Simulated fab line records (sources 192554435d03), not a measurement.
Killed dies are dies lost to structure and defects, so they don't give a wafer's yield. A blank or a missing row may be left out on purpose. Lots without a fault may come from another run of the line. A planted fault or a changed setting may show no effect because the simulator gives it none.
fab line records	flow n5Finfet	part 1 of 2: steps 1 to 21 of 27
record lots=5	wafers=15	lastDay=18
route steps=1938 shown BEOL_M6@1210
lots untouched by any fault: they come from a run of this same line in which no faults occurred
startH: hours from the record's first day to the start of the lot's first wafer shown	waitH: time in hours since the lot's previous step	" identical to the entry in the row above	L1.1+2: several wafers, shown together as one row	- no value, or no start was given	* or withheld: withheld	< > ~ a bound
route shown NAME@n: a module of which the file shows steps, and the number in the route of the first	usual: mean/standard deviation of fault-free wafers	same: alike in all rows	chamber/n: place in a boat	sites: per-site readings	_std_site: their standard deviation	_edge_site: mean of outer sites minus mean of inner sites	radiusMm: how far each site lies from the wafer's centre	mask NAME#n: copy n	behind: tool/chamber where the wafer was last shaped	hold: reason for holding the lot/hours on hold/outcome of the hold	device: transistor that didn't switch, given as n, p or np	end of line: at the end of the route, the tests of the same wafers	a step with no rows: only its recipe	killed: at the first sort, the dies lost to defects and structure; wafer yield is something else	map: a wafer's dies, marking killed ones x, the rest . and places with no die _
set.NAME: setting as actually run; set.NAME@STEP: the setting as run at that earlier step	model.NAME: the simulator's own value behind a step, which no gauge read
a table for each step, a row for each wafer; lots at some steps of the route
services: when a tool's chamber went out of use (startH, in hours from the record's first day, below 0 if earlier), for how many hours, and the reason
## steps
# step N5_BEOL_M6_DESCUM_16
# recipe chemistry=O2	timeS=7.9	sourcePowerW=50	biasPowerW=20	pressureMtorr=20	rfFrequencyHz=2.712e+07	tempC=40	resist=CAR-ArF	o2FlowSccm=225
# usual drypumpMotorCurrentA=5.5/0.51	oesProductAu=0.78/0.069	rfFwdPowerW=49.50/0.25	rfVppV=243.6/1.4	showerheadPlenumPTorr=2.13/0.069	throttleValvePct=20.61/0.2
lot.wafer	tool	chamber	startH	waitH	drypumpMotorCurrentA	oesProductAu	rfFwdPowerW	rfHoursCounterH	rfVppV	showerheadPlenumPTorr	throttleValvePct
L077.2	rieDiel-03	3	207.66	0.0	6.3	0.68	49.41	246	240.7	1.99	20.82
L077.4	"	1	"	"	5.2	0.80	49.55	124	244.7	2.11	20.54
L077.5	"	2	"	"	5.3	0.75	49.63	-	243.7	2.11	20.91
L083.3	rieDiel-01	3	254.67	0.0	5.3	0.70	49.18	209	244.0	2.15	20.36
L083.5	"	3	"	"	5.3	0.70	48.93	-	244.8	2.15	20.35
L083.6	"	2	"	"	5.0	0.71	49.73	-	244.5	2.18	20.81
L088.1	rieDiel-03	0	295.82	0.0	5.7	0.71	49.78	188	244.0	2.16	20.51
L088.4	"	3	"	"	6.3	0.94	49.53	23	244.6	2.25	20.53
L088.6	"	3	"	"	6.3	0.93	49.34	-	245.6	2.25	20.52
L091.1	rieDiel-05	2	304.52	0.4	5.6	0.81	49.53	96	244.5	2.20	20.46
L091.2	"	0	"	"	6.2	0.79	49.47	115	241.5	2.04	20.83
L091.4	"	1	"	"	5.7	0.80	49.63	112	241.1	2.02	20.49
L096.1	rieDiel-01	1	340.11	0.0	5.2	0.80	49.99	101	243.6	2.13	20.57
L096.5	"	3	"	"	5.3	0.67	49.01	-	242.8	2.13	20.40
L096.6	"	0	"	"	6.4	0.77	49.82	-	244.4	2.08	20.23
# step N5_BEOL_M6_ETCH_61
# recipe chemistry=CF4	target=SiARC	targetDepthA=455	maskMaterial=CAR-ArF	timeS=75.8	ionEnergyEv=80	pressureMtorr=40	sourceW=545	biasW=36	Ar_flow_sccm=100	cf4FlowSccm=100	ends=cleared
# usual drypumpMotorCurrentA=5.5/0.51	etchRfOnTimeS=75.7/2.3	oesProductAu=0.67/0.059	rfFwdPowerW=540.4/2.3	rfVppV=184.4/1.2	showerheadPlenumPTorr=2.17/0.074	throttleValvePct=15.73/0.17
lot.wafer	tool	chamber	startH	waitH	drypumpMotorCurrentA	etchRfOnTimeS	oesProductAu	rfFwdPowerW	rfHoursCounterH	rfVppV	showerheadPlenumPTorr	throttleValvePct
L077.2	rieDiel-03	3	207.69	0.0	6.3	74.6	0.59	541.2	246	183.4	2.04	16.04
L077.4	"	1	"	"	5.2	77.5	0.67	541.1	124	184.5	2.15	15.58
L077.5	"	2	"	"	5.3	77.0	0.65	541.8	-	182.3	2.16	15.94
L083.3	rieDiel-01	3	254.70	0.0	5.3	76.0	0.60	533.7	209	185.3	2.22	15.75
L083.5	"	3	"	"	5.3	76.2	0.60	536.0	-	185.0	2.22	15.74
L083.6	"	2	"	"	5.0	76.2	0.61	541.9	-	184.6	2.21	15.94
L088.1	rieDiel-03	0	295.86	0.0	5.7	74.6	0.62	539.7	188	183.6	2.21	15.69
L088.4	"	3	"	"	6.3	73.5	0.79	535.9	23	185.2	2.29	15.60
L088.6	"	3	"	"	6.3	73.5	0.80	538.3	-	186.2	2.29	15.57
L091.1	rieDiel-05	2	304.56	0.0	5.6	73.1	0.69	537.1	96	185.4	2.25	15.66
L091.2	"	0	"	"	6.1	78.1	0.67	539.2	115	181.7	2.06	15.80
L091.4	"	1	"	"	5.6	73.1	0.70	542.5	112	183.9	2.06	15.55
L096.1	rieDiel-01	1	340.15	0.0	5.2	75.5	0.68	542.6	101	183.7	2.15	15.54
L096.5	"	3	"	"	5.3	75.8	0.57	537.3	-	183.6	2.21	15.81
L096.6	"	0	"	"	6.4	76.2	0.65	543.2	-	184.2	2.14	15.50
# step N5_BEOL_M6_ETCH_62
# recipe chemistry=N2/H2	target=SOC	targetDepthA=1100	overetchA=220	maskMaterial=SiARC	tempC=40	timeS=165	ionEnergyEv=200	pressureMtorr=30	sourceW=840	biasW=150	n2FlowSccm=200	h2FlowSccm=200
# usual drypumpMotorCurrentA=5.6/0.51	oesProductAu=0.66/0.053	rfFwdPowerW=837.5/2.9	rfVppV=525.0/2.5	showerheadPlenumPTorr=2.58/0.09	throttleValvePct=17.97/0.097
lot.wafer	tool	chamber	startH	waitH	drypumpMotorCurrentA	oesProductAu	rfFwdPowerW	rfHoursCounterH	rfVppV	showerheadPlenumPTorr	throttleValvePct
L077.2	rieDiel-03	3	207.75	0.0	6.3	0.57	832.7	246	520.4	2.41	18.17
L077.4	"	1	"	"	5.2	0.67	838.9	124	524.9	2.57	17.96
L077.5	"	2	"	"	5.3	0.65	837.9	-	524.7	2.54	18.07
L083.3	rieDiel-01	3	254.76	0.0	5.3	0.59	834.6	209	525.0	2.62	17.87
L083.5	"	3	"	"	5.3	0.59	832.8	-	526.7	2.62	17.89
L083.6	"	2	"	"	4.9	0.60	840.8	-	525.1	2.60	17.97
L088.1	rieDiel-03	0	295.91	0.0	5.7	0.61	838.8	188	527.6	2.64	18.02
L088.4	"	3	"	"	6.3	0.77	841.7	23	527.6	2.72	17.81
L088.6	"	3	"	"	6.3	0.78	839.0	-	528.0	2.72	17.80
L091.1	rieDiel-05	2	304.61	0.0	5.6	0.68	837.3	96	528.0	2.69	17.99
L091.2	"	0	"	"	6.2	0.67	840.7	115	521.6	2.44	17.98
L091.4	"	1	"	"	5.6	0.67	840.9	112	520.9	2.47	18.04
L096.1	rieDiel-01	1	340.20	0.0	5.2	0.67	838.0	101	525.5	2.57	17.83
L096.5	"	3	"	"	5.3	0.57	838.2	-	525.9	2.61	17.93
L096.6	"	0	"	"	6.4	0.64	837.5	-	523.3	2.56	17.86
# step N5_BEOL_M6_STRIP_68
# recipe chemistry=N2/H2	tempC=40	n2FlowSccm=200	h2FlowSccm=200	rfFrequencyHz=6e+07
lot.wafer	tool	chamber	startH	waitH
L077.2+4+5	rieDiel-03	3,1,2	207.88	0.1
L083.3+5+6	rieDiel-01	3,3,2	254.90	0.1
L088.1+4+6	rieDiel-03	0,3,3	296.05	0.1
L091.1+2+4	rieDiel-05	2,0,1	304.75	0.1
L096.1+5+6	rieDiel-01	1,3,0	340.34	0.1
# step N5_BEOL_M6_STRIP_67
# recipe chemistry=CF4	resist=SiARC	powerW=300	biasPowerW=75	pressureMtorr=50	cf4FlowSccm=150	rfFrequencyHz=6e+07
# usual drypumpMotorCurrentA=5.5/0.51	oesProductAu=0.78/0.062	rfVppV=271.6/1.5	showerheadPlenumPTorr=1.82/0.062	throttleValvePct=13.68/0.17
lot.wafer	tool	chamber	startH	waitH	drypumpMotorCurrentA	oesProductAu	rfHoursCounterH	rfVppV	showerheadPlenumPTorr	throttleValvePct
L077.2	rieDiel-03	3	207.89	0.0	6.3	0.68	246	268.3	1.71	14.00
L077.4	"	1	"	"	5.2	0.79	124	271.4	1.79	13.55
L077.5	"	2	"	"	5.3	0.76	-	273.4	1.80	13.89
L083.3	rieDiel-01	3	254.91	0.0	5.3	0.71	209	272.0	1.86	13.74
L083.5	"	3	"	"	5.3	0.70	-	272.3	1.86	13.75
L083.6	"	2	"	"	4.9	0.71	-	271.1	1.85	13.93
L088.1	rieDiel-03	0	296.06	0.0	5.7	0.72	188	272.5	1.85	13.70
L088.4	"	3	"	"	6.4	0.92	23	272.6	1.91	13.50
L088.6	"	3	"	"	6.4	0.92	-	273.6	1.91	13.51
L091.1	rieDiel-05	2	304.76	0.0	5.6	0.80	96	271.0	1.87	13.58
L091.2	"	0	"	"	6.2	0.78	115	269.2	1.72	13.75
L091.4	"	1	"	"	5.7	0.80	112	269.8	1.73	13.55
L096.1	rieDiel-01	1	340.35	0.0	5.2	0.79	101	272.6	1.79	13.47
L096.5	"	3	"	"	5.3	0.68	-	272.3	1.85	13.81
L096.6	"	0	"	"	6.4	0.76	-	271.6	1.79	13.49
# step N5_BEOL_M6_HM_OPEN_17
# recipe chemistry=Cl2/BCl3	targetDepthA=200	overetchA=60	target=TiN	maskMaterial=SOC	ionEnergyEv=150	pressureMtorr=10	icpW=1000	biasW=126	Cl2_flow_sccm=53.25	bcl3FlowSccm=21.75	Ar_flow_sccm=25
# usual drypumpMotorCurrentA=5.9/0.49	oesProductAu=0.68/0.084	rfFwdPowerW=991/4.1	throttleValvePct=22.33/0.23
lot.wafer	tool	chamber	startH	waitH	drypumpMotorCurrentA	oesProductAu	rfFwdPowerW	rfHoursCounterH	throttleValvePct
L077.2	rieMetal-01	0	207.96	0.1	6.0	0.77	992	-	22.22
L077.4	"	0	"	"	6.0	0.78	993	-	22.22
L077.5	"	0	"	"	6.0	0.77	993	-	22.23
L083.3	rieMetal-02	0	254.98	0.1	5.6	0.53	986	-	22.47
L083.5	"	1	"	"	5.0	0.61	999	-	22.33
L083.6	"	0	"	"	5.6	0.54	988	-	22.48
L088.1	rieMetal-02	1	296.18	0.1	5.0	0.60	993	81	22.36
L088.4	"	1	"	"	5.0	0.61	992	-	22.35
L088.6	"	0	"	"	5.6	0.82	984	-	22.03
L091.1	rieMetal-03	1	304.80	0.0	6.4	0.70	994	21	22.01
L091.2	"	0	"	"	6.4	0.58	996	94	22.64
L091.4	"	0	"	"	6.5	0.57	992	-	22.66
L096.1	rieMetal-01	1	340.39	0.0	5.8	0.68	989	35	22.55
L096.5	"	1	"	"	5.8	0.68	991	-	22.56
L096.6	"	0	"	"	6.1	0.72	990	-	22.29
# step N5_BEOL_M6_STRIP_19
# recipe chemistry=O2	powerW=400	tempC=40	pressureMtorr=30	rfFrequencyHz=6e+07	biasPowerW=0	overashFraction=0.2	o2FlowSccm=225
# usual drypumpMotorCurrentA=5.5/0.47	oesProductAu=0.77/0.072	rfVppV=3.7/0.66	showerheadPlenumPTorr=2.14/0.061	throttleValvePct=16.82/0.19
# same overashFraction=0.2
lot.wafer	tool	chamber	startH	waitH	drypumpMotorCurrentA	oesProductAu	rfHoursCounterH	rfVppV	showerheadPlenumPTorr	throttleValvePct
L077.2	rieDiel-03	2	208.16	0.2	5.3	0.75	129	4.3	2.12	17.08
L077.4	"	0	"	"	5.7	0.74	153	3.4	2.18	16.70
L077.5	"	1	"	"	5.2	0.79	-	4.9	2.12	16.77
L083.3	rieDiel-03	0	255.18	0.2	5.7	0.73	174	4.2	2.17	16.74
L083.5	"	1	"	"	5.2	0.79	-	4.9	2.11	16.78
L083.6	"	0	"	"	5.7	0.72	-	3.8	2.17	16.75
L088.1	rieDiel-01	2	296.29	0.1	5.0	0.69	217	4.1	2.18	17.13
L088.4	"	0	"	"	6.3	0.77	133	3.7	2.09	16.49
L088.6	"	3	"	"	5.4	0.69	-	3.6	2.14	16.67
L091.1	rieDiel-01	0	304.95	0.1	6.4	0.77	136	4.1	2.09	16.53
L091.2	"	2	"	"	4.9	0.69	220	3.6	2.18	17.12
L091.4	"	1	"	"	5.2	0.81	88	2.8	2.13	16.75
L096.1	rieDiel-01	1	340.50	0.1	5.2	0.81	101	4.3	2.13	16.77
L096.5	"	3	"	"	5.3	0.68	-	4.4	2.14	16.74
L096.6	"	0	"	"	6.4	0.76	-	3.9	2.09	16.55
# step N5_BEOL_M6_CD_MEAS_18
# recipe pitchNm=80	targetCdNm=40
# usual cdNm=40.0/0.67
lot.wafer	tool	chamber	startH	waitH	cdNm
L077.2	cdSem-02	-	208.23	0.1	40.7
L077.4	"	-	"	"	39.7
L077.5	"	-	"	"	39.6
L083.3	cdSem-01	-	255.26	0.1	39.4
L083.5	"	-	"	"	39.8
L083.6	"	-	"	"	39.2
L088.1	cdSem-02	-	296.36	0.0	40.2
L088.4	"	-	"	"	39.2
L088.6	"	-	"	"	39.7
L091.1	cdSem-03	-	305.02	0.0	40.1
L091.2	"	-	"	"	39.8
L091.4	"	-	"	"	39.4
L096.1	cdSem-02	-	340.57	0.0	41.0
L096.5	"	-	"	"	41.5
L096.6	"	-	"	"	40.3
# step N5_BEOL_M6_COAT_63
# recipe resist=SOC	tempC=250	timeS=60	spinRpm=1500	resistThkNm=60
lot.wafer	tool	chamber	startH	waitH
L077.2+4+5	lithoTrack-02	0	209.40	1.2
L083.3+5+6	lithoTrack-02	0	256.28	1.0
L088.1+4+6	lithoTrack-05	0	298.66	2.3
L091.1+2+4	lithoTrack-02	0	305.35	0.3
L096.1+5+6	lithoTrack-01	0	344.70	4.1
# step N5_BEOL_M6_COAT_64
# recipe resist=SiARC	tempC=220	timeS=60	spinRpm=1500	resistThkNm=12
lot.wafer	tool	chamber	startH	waitH
L077.2+4+5	lithoTrack-02	0	-	-
L083.3+5+6	lithoTrack-02	0	-	-
L088.1+4+6	lithoTrack-05	0	-	-
L091.1+2+4	lithoTrack-02	0	-	-
L096.1+5+6	lithoTrack-01	0	-	-
# step N5_BEOL_M6_COAT_71
# recipe resist=underlayer	tempC=205	timeS=60	spinRpm=1500	resistThkNm=5
lot.wafer	tool	chamber	startH	waitH
L077.2+4+5	lithoTrack-02	0	-	-
L083.3+5+6	lithoTrack-02	0	-	-
L088.1+4+6	lithoTrack-05	0	-	-
L091.1+2+4	lithoTrack-02	0	-	-
L096.1+5+6	lithoTrack-01	0	-	-
# step N5_BEOL_M6_COAT_22
# recipe resist=CAR-EUV	spinRpm=1500	resistThkNm=30
lot.wafer	tool	chamber	startH	waitH
L077.2+4+5	lithoTrack-02	0	-	-
L083.3+5+6	lithoTrack-02	0	-	-
L088.1+4+6	lithoTrack-05	0	-	-
L091.1+2+4	lithoTrack-02	0	-	-
L096.1+5+6	lithoTrack-01	0	-	-
# step N5_BEOL_M6_EBR_24
# recipe solvent=PGMEA	ebrWidthMm=1.5
lot.wafer	tool	chamber	startH	waitH
L077.2+4+5	lithoTrack-02	0	-	-
L083.3+5+6	lithoTrack-02	0	-	-
L088.1+4+6	lithoTrack-05	0	-	-
L091.1+2+4	lithoTrack-02	0	-	-
L096.1+5+6	lithoTrack-01	0	-	-
# step N5_BEOL_M6_SOFTBAKE_23
# recipe tempC=110	timeS=60	resist=CAR-EUV
lot.wafer	tool	chamber	startH	waitH
L077.2+4+5	lithoTrack-02	0	-	-
L083.3+5+6	lithoTrack-02	0	-	-
L088.1+4+6	lithoTrack-05	0	-	-
L091.1+2+4	lithoTrack-02	0	-	-
L096.1+5+6	lithoTrack-01	0	-	-
# step N5_BEOL_M6_EXPOSE_25
# recipe maskId=V5	na=0.33	sourceShape=annular	sigmaInner=0.4	sigmaOuter=0.8	polarization=unpolarized	targetCdNm=40	doseMj=45
# usual exposureDoseMJCm2=45.2/0.3
# same na=0.33
lot.wafer	tool	chamber	startH	waitH	mask	exposureDoseMJCm2
L077.2	euvScanner-02	0	209.67	-	V5#0	45.7
L077.4	"	0	"	"	V5#0	45.7
L077.5	"	0	"	"	V5#0	45.6
L083.3	euvScanner-02	0	256.56	-	V5#0	45.7
L083.5	"	0	"	"	V5#0	45.6
L083.6	"	0	"	"	V5#0	45.6
L088.1	euvScanner-01	0	298.80	-	V5#0	45.0
L088.4	"	0	"	"	V5#0	45.0
L088.6	"	0	"	"	V5#0	45.0
L091.1	euvScanner-02	0	305.61	-	V5#0	45.6
L091.2	"	0	"	"	V5#0	45.7
L091.4	"	0	"	"	V5#0	45.7
L096.1	euvScanner-01	0	344.97	-	V5#0	45.0
L096.5	"	0	"	"	V5#0	45.1
L096.6	"	0	"	"	V5#0	45.0
# step N5_BEOL_M6_PEB_26
# recipe pebTempC=100	pebTimeS=60	resist=CAR-EUV
lot.wafer	tool	chamber	startH	waitH
L077.2+4+5	lithoTrack-02	0	209.73	0.1
L083.3+5+6	lithoTrack-02	0	256.61	0.0
L088.1+4+6	lithoTrack-01	0	298.87	0.1
L091.1+2+4	lithoTrack-02	0	305.68	0.1
L096.1+5+6	lithoTrack-01	0	345.03	0.1
# step N5_BEOL_M6_DEVELOP_27
# recipe developTimeS=30	developer=TMAH	resist=CAR-EUV	rinseLiquid=surfactantRinse	dry=airSpin	devTempC=23
lot.wafer	tool	chamber	startH	waitH
L077.2+4+5	lithoTrack-02	0	-	-
L083.3+5+6	lithoTrack-02	0	-	-
L088.1+4+6	lithoTrack-01	0	-	-
L091.1+2+4	lithoTrack-02	0	-	-
L096.1+5+6	lithoTrack-01	0	-	-
# step N5_BEOL_M6_CD_MEAS_28
# recipe targetCdNm=40	landingEnergyEv=500	detector=seInlens
# usual cdNm=39.95/0.2
lot.wafer	tool	chamber	startH	waitH	cdNm
L077.2	cdSem-01	0	209.80	-	39.82
L077.4	"	0	"	"	39.92
L077.5	"	0	"	"	40.09
L083.3	cdSem-02	0	256.68	-	39.97
L083.5	"	0	"	"	39.83
L083.6	"	0	"	"	40.02
L088.1	cdSem-01	0	298.93	-	39.67
L088.4	"	0	"	"	40.19
L088.6	"	0	"	"	40.10
L091.1	cdSem-01	0	305.74	-	39.66
L091.2	"	0	"	"	39.77
L091.4	"	0	"	"	39.86
L096.1	cdSem-03	0	345.10	-	40.01
L096.5	"	0	"	"	39.74
L096.6	"	0	"	"	40.05
# step N5_BEOL_M6_OVL_MEAS_29
# recipe pointsPerWafer=522
# usual V5_OVL=-0.2/0.62
lot.wafer	tool	chamber	startH	waitH	V5_OVL[nm]
L077.2	overlay-01	0	209.83	0.0	-0.8
L077.4	"	0	"	"	-0.9
L077.5	"	0	"	"	-0.4
L083.3	overlay-01	0	256.72	0.0	0.8
L083.5	"	0	"	"	0.3
L083.6	"	0	"	"	0.8
L088.1	overlay-01	0	298.96	0.0	0.3
L088.4	"	0	"	"	0.5
L088.6	"	0	"	"	-0.1
L091.1	overlay-01	0	305.77	0.0	-0.7
L091.2	"	0	"	"	0.2
L091.4	"	0	"	"	-1.0
L096.1	overlay-01	0	345.13	0.0	-0.5
L096.5	"	0	"	"	-1.1
L096.6	"	0	"	"	-0.1
# step N5_BEOL_M6_INSPECT_30
# recipe mode=adi	inspectInstrument=brightfield
# usual rawDefectCount=418/100
lot.wafer	tool	chamber	startH	waitH	rawDefectCount
L077.2	defectInspect-02	-	209.89	0.0	348
L077.4	"	-	"	"	270
L077.5	"	-	"	"	398
L083.3	defectInspect-01	-	256.77	0.0	328
L083.5	"	-	"	"	395
L083.6	"	-	"	"	432
L088.1	defectInspect-02	-	299.02	0.1	435
L088.4	"	-	"	"	431
L088.6	"	-	"	"	479
L091.1	defectInspect-02	-	305.83	0.1	482
L091.2	"	-	"	"	472
L091.4	"	-	"	"	516
L096.1	defectInspect-02	-	345.19	0.1	742
L096.5	"	-	"	"	655
L096.6	"	-	"	"	606
# step N5_BEOL_M6_DESCUM_33
# recipe chemistry=O2	timeS=7	sourcePowerW=50	biasPowerW=20	pressureMtorr=20	rfFrequencyHz=2.712e+07	tempC=40	resist=CAR-EUV	o2FlowSccm=225
# usual drypumpMotorCurrentA=5.5/0.5	oesProductAu=0.77/0.064	rfFwdPowerW=49.49/0.26	rfVppV=243.8/1.2	showerheadPlenumPTorr=2.13/0.057	throttleValvePct=20.57/0.21
lot.wafer	tool	chamber	startH	waitH	drypumpMotorCurrentA	oesProductAu	rfFwdPowerW	rfHoursCounterH	rfVppV	showerheadPlenumPTorr	throttleValvePct
L077.2	rieDiel-03	0	209.92	0.0	5.7	0.74	49.59	154	244.2	2.17	20.45
L077.4	"	2	"	"	5.3	0.75	49.64	130	243.2	2.11	20.92
L077.5	"	2	"	"	5.4	0.77	49.73	-	242.7	2.11	20.90
L083.3	rieDiel-01	3	256.80	0.0	5.3	0.70	48.98	210	243.0	2.15	20.36
L083.5	"	2	"	"	5.0	0.70	49.48	-	243.7	2.18	20.81
L083.6	"	1	"	"	5.3	0.83	49.52	-	242.6	2.14	20.53
L088.1	rieDiel-01	2	299.06	0.0	5.0	0.69	49.65	218	244.2	2.18	20.85
L088.4	"	3	"	"	5.4	0.69	48.76	227	245.5	2.14	20.36
L088.6	"	2	"	"	4.9	0.69	49.63	-	245.1	2.18	20.84
L091.1	rieDiel-01	0	306.15	0.3	6.4	0.77	49.85	136	242.7	2.09	20.22
L091.2	"	2	"	"	5.0	0.69	49.92	221	245.2	2.17	20.86
L091.4	"	1	"	"	5.2	0.81	49.64	89	243.7	2.13	20.56
L096.1	rieDiel-03	3	345.22	0.0	6.3	0.90	49.10	41	245.7	2.24	20.53
L096.5	"	0	"	"	5.7	0.70	49.80	-	244.3	2.15	20.53
L096.6	"	2	"	"	5.3	0.71	49.67	-	243.0	2.10	21.00
